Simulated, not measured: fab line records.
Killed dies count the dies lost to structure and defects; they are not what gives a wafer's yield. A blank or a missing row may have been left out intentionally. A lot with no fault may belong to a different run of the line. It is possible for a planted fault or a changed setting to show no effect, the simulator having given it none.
Problem report, 8D (eight disciplines) form, completed by code | flow n5Finfet | the parts of the form that need people (team, actions taken, sign-off) are left out

== 1. WHAT WENT WRONG ==
Wafers without a fault read 30.00 mTorr, standard deviation 0.034; chamberPressureMTorr at N5_BEOL_M7_STRIP_19 reads a mean of 20.98 mTorr on 6 wafers belonging to 2 lots. So: -99 or more standard deviations from the usual mean.
The step: strips in O2.
First seen on wafer L113.1, day 12 08:13, on rieDiel-04. The record has a number at this step for 31 wafers belonging to 11 lots. The rule behind "out" and "out of limits": a value lying over 4 standard deviations away from the usual mean. Any other wafer with a number is counted as sound.

== 2. WHAT IT IS; WHAT IT IS NOT ==
question                    | is                     | is not
which readings at this step | chamberPressureMTorr   | drypumpMotorCurrentA, oesProductAu, rfVppV, throttleValvePct
which lots                  | L113, L116             | L100, L102, L106, L107, L112, L117, L119, L120, L121
which wafers of those lots  | all that have a number | -
read on which tools         | rieDiel-04             | rieDiel-03, rieDiel-05
when                        | from day 12 08:13      | up to then (13 sound wafers); but 12 sound wafers of L117, L119, L120, L121 came after

== 3. WHAT RULES OUT EACH SUSPECT ==
Counting: a tool at a process step up to the reading stays a suspect if it ran every lot that is out and no sound lot after the first of them.
- rieDiel-04 at N5_BEOL_M7_ETCH_61 (etches SiARC in CF4, target depth 45.5 nm, time 75.8 s): kept. It ran every lot that is out, first L113 (day 12 07:52), and no sound lot after that; its last sound lot up to then is L106 (day 10 06:13).
- rieDiel-04 at N5_BEOL_M7_STRIP_19 (strips in O2): kept. It ran every lot that is out, first L113 (day 12 08:13), and no sound lot after that; its last sound lot up to then is L112 (day 12 01:22). Its own readings are out on those wafers: chamberPressureMTorr.
Left after counting: rieDiel-04 at N5_BEOL_M7_ETCH_61, rieDiel-04 at N5_BEOL_M7_STRIP_19.

== 4. THE CAUSE (what the simulator had put in) ==
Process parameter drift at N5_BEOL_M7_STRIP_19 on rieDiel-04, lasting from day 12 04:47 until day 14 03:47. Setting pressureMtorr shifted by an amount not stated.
This tool is one of the 2 suspects left after counting.

== 5. SEQUENCE OF EFFECTS, ordered by route ==
Each row: a reading whose mean over the struck wafers that have a number lies more than 3 standard deviations from the usual. Only readings for which the record gives a usual standard deviation are gone through. hours: the time from each lot's start at the first step in this table that gives one to its start at this step, as a median over the lots. sigmas: the change in usual standard deviations.
hours | step                | reading              | usual       | on struck wafers | change | sigmas
0     | N5_BEOL_M7_STRIP_19 | chamberPressureMTorr | 30.00 mTorr | 20.98            | -9.02  | -99 or more
Its process steps:
- N5_BEOL_M7_STRIP_19: strips in O2.

== 6. HOW IT WOULD HAVE BEEN CAUGHT EARLIER ==
In this record no reading fell out of limits until day 12 08:13, 3 hours after the fault had begun at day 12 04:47.
